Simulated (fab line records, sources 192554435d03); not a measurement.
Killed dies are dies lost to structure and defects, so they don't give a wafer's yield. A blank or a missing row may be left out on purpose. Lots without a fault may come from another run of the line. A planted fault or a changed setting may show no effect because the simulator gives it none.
Split-lot experiment | flow n5_finfet | 7 lots, 21 wafers read, on a route of 1938 steps

THE SPLIT
At N5_BEOL_M4_DESCUM_33 (chemistry O2, time 7 s), the setting time_s was moved away from the recipe's 7 s on 4 of the 21 wafers read, by +11.5% to +21.4%. The other wafers ran this setting at the recipe's value.

FROM THE SPLIT TO THE READING: what the file shows between them, 3 steps
- N5_BEOL_M4_ETCH_77: etches underlayer in N2/H2, target depth 6.5 nm, time 5.2 s
- N5_BEOL_M4_ETCH_69: etches SiARC in CF4, target depth 15.6 nm, time 26 s
- N5_BEOL_M4_ALD_98: deposits SiO2, target thk 2.5 nm, pulse time 1 s, co reactant pulse time 1 s

THE READING
CAR-EUV_of_BEOL_M4_COAT_22.thk_nm (the simulator's own value, which no gauge read), in nm, at N5_BEOL_M4_ETCHBACK_99 (etches SiO2 in CHF3, target depth 5 nm, time 10.4 s). The file gives no usual value for it. The 17 wafers here that ran the recipe average 10.4 nm, standard deviation 0.076 nm.

wafer  | tool, chamber at the split | time_s as run, s | against the recipe | CAR-EUV_of_BEOL_M4_COAT_22.thk_nm, nm | against lot-mates on the recipe
L080.1 | rie_diel-04, 1             | 7                | recipe             | 10.4                                  | -
L080.4 | rie_diel-04, 3             | 7                | recipe             | 10.4                                  | -
L080.5 | rie_diel-04, 2             | 8.342            | +19.2%             | 9.6                                   | -0.8
L083.3 | rie_diel-05, 2,0           | 7                | recipe             | 10.4                                  | -
L083.4 | rie_diel-05, 2,0           | 7                | recipe             | 10.4                                  | -
L083.6 | rie_diel-05, 1             | 8.499            | +21.4%             | 9.8                                   | -0.6
L087.2 | rie_diel-04, 2,3           | 7                | recipe             | 10.4                                  | -
L087.3 | rie_diel-04, 2,3           | 7                | recipe             | 10.4                                  | -
L087.5 | rie_diel-04, 1             | 7                | recipe             | 10.4                                  | -
L091.2 | rie_diel-04, 0             | 7                | recipe             | 10.6                                  | -
L091.6 | rie_diel-04, 0,3           | 7                | recipe             | 10.6                                  | -
L091.5 | rie_diel-04, 0,3           | 7                | recipe             | 10.4                                  | -
L095.3 | rie_diel-05, 1,2,0         | 7                | recipe             | 10.4                                  | -
L095.4 | rie_diel-05, 1,2,0         | 7                | recipe             | 10.4                                  | -
L095.5 | rie_diel-05, 1,2,0         | 7                | recipe             | 10.4                                  | -
L096.1 | rie_diel-04, 3             | 7                | recipe             | 10.4                                  | -
L096.3 | rie_diel-04, 1             | 7.803            | +11.5%             | 10                                    | -0.4
L096.6 | rie_diel-04, 1             | 7.803            | +11.5%             | 10                                    | -0.4
L097.4 | rie_diel-04, 3,2,1         | 7                | recipe             | 10.4                                  | -
L097.5 | rie_diel-04, 3,2,1         | 7                | recipe             | 10.4                                  | -
L097.6 | rie_diel-04, 3,2,1         | 7                | recipe             | 10.6                                  | -
Where a row lists several chambers, the file gives one row for several wafers and doesn't say which wafer went through which chamber.

THE FIT
A straight line over all 21 wafers: CAR-EUV_of_BEOL_M4_COAT_22.thk_nm changes by -0.0363 nm for each +1% of time_s; r = -0.95; the points scatter about the line by 0.086 nm.
The same after taking each lot's own level away (the mean of its wafers on the recipe; 21 wafers): -0.0342 nm for each +1%; r = -0.96; scatter 0.069 nm.
On that fit, the largest move of time_s shifts the reading by 0.73 nm.
The lots' own levels span 10.40 to 10.53 nm, that is 1.7 times the standard deviation above.
So the lot-to-lot level changes the slope little: the two slopes agree.
Check: with one of the wafers moved furthest among these (+21.4%) left out of the fit, the line predicts -0.833 nm for it against its lot-mates. It came out at -0.6 nm against them.

OTHER SPLITS ON THESE WAFERS
These wafers also went through other splits before the reading. Each is held against what the fit with the lots' levels taken away leaves over:
other split on the same wafers     | wafers away from the commonest value | r with CAR-EUV_of_BEOL_M4_COAT_22.thk_nm (lot level and that fit taken away)
N5_BEOL_M3_TRENCH_ETCH_37 source_w | 8                                    | -0.25

THE WHOLE CHAIN: every reading that the file lists as answering this split, in the file's order
step                   | what it does                                                | reading                                                                            | change (the file's fit)                | r (the file's)
N5_BEOL_M4_DESCUM_33   | chemistry O2, time 7 s                                      | CAR-EUV_of_BEOL_M4_COAT_22.thk_nm (the simulator's own value, which no gauge read) | -0.0322 nm for each +1% of the setting | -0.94
N5_BEOL_M4_ETCH_77     | etches underlayer in N2/H2, target depth 6.5 nm, time 5.2 s | CAR-EUV_of_BEOL_M4_COAT_22.thk_nm (the simulator's own value, which no gauge read) | -0.0363 nm for each +1% of the setting | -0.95
N5_BEOL_M4_ETCH_69     | etches SiARC in CF4, target depth 15.6 nm, time 26 s        | CAR-EUV_of_BEOL_M4_COAT_22.thk_nm (the simulator's own value, which no gauge read) | -0.0387 nm for each +1% of the setting | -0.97
N5_BEOL_M4_ETCHBACK_99 | etches SiO2 in CHF3, target depth 5 nm, time 10.4 s         | CAR-EUV_of_BEOL_M4_COAT_22.thk_nm (the simulator's own value, which no gauge read) | -0.0342 nm for each +1% of the setting | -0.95

THE FILE'S OWN FIT
CAR-EUV_of_BEOL_M4_COAT_22.thk_nm changes by -0.0342 nm for each +1% of time_s, r = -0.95.
